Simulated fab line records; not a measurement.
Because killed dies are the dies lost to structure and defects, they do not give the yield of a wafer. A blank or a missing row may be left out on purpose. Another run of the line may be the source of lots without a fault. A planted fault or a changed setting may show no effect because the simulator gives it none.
Matching of chambers || flow nand-harc || pecvd-01 running NHARC_A_STAIRCASE_DEP_325: 3 sister chambers
The step deposits SiO2, target thk 7200 nm. 6 wafers are shown with their chamber, then 10 later ones without.

## WAFERS WITH THEIR CHAMBER
{"wafer": "L077.6", "chamber": 0, "heater-power-w (W)": 582}
{"wafer": "L077.4", "chamber": 1, "heater-power-w (W)": 522}
{"wafer": "L083.4", "chamber": 2, "heater-power-w (W)": 541}
{"wafer": "L083.6", "chamber": 0, "heater-power-w (W)": 590}
{"wafer": "L088.2", "chamber": 2, "heater-power-w (W)": 652}
{"wafer": "L088.3", "chamber": 1, "heater-power-w (W)": 686}

## WAFERS WITHOUT THEIR CHAMBER
{"wafer": "L088.5", "heater-power-w (W)": 548}
{"wafer": "L089.2", "heater-power-w (W)": 654}
{"wafer": "L089.3", "heater-power-w (W)": 676}
{"wafer": "L089.4", "heater-power-w (W)": 541}
{"wafer": "L091.2", "heater-power-w (W)": 619}
{"wafer": "L091.4", "heater-power-w (W)": 551}
{"wafer": "L091.5", "heater-power-w (W)": 527}
{"wafer": "L092.1", "heater-power-w (W)": 724}
{"wafer": "L092.3", "heater-power-w (W)": 679}
{"wafer": "L092.6", "heater-power-w (W)": 595}

## WHICH CHAMBER EACH WENT THROUGH
{"wafer": "L088.5", "from the rows above": "can't be placed: 0 or 2 or 1", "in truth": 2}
{"wafer": "L089.2", "from the rows above": "can't be placed: 1 or 2 or 0", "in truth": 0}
{"wafer": "L089.3", "from the rows above": "can't be placed: 1 or 2 or 0", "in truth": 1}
{"wafer": "L089.4", "from the rows above": "can't be placed: 0 or 2 or 1", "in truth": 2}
{"wafer": "L091.2", "from the rows above": "can't be placed: 1 or 2 or 0", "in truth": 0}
{"wafer": "L091.4", "from the rows above": "can't be placed: 0 or 2 or 1", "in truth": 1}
{"wafer": "L091.5", "from the rows above": "can't be placed: 0 or 2 or 1", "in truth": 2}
{"wafer": "L092.1", "from the rows above": "can't be placed: 1 or 2 or 0", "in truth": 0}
{"wafer": "L092.3", "from the rows above": "can't be placed: 1 or 2 or 0", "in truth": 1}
{"wafer": "L092.6", "from the rows above": "can't be placed: 2 or 0 or 1", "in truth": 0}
Correctly placed: 0 of 10. Cannot be placed on the basis of these rows: 10; the candidates contain the true chamber in 10. 0 placed wrongly.
How it was worked out, from the rows above alone: a wafer's distance from a chamber is the root of the sum, over the readings, of the square of ((its reading less the chamber's mean) divided by the reading's scatter). The wafer belongs to the nearest chamber; if the next one is less than 2 further off, it can't be placed. A chamber's mean is the mean of its shown wafers. The scatter: the root of (the sum of the squares of (reading less its chamber's mean) over the shown wafers, divided by (wafers less chambers)).
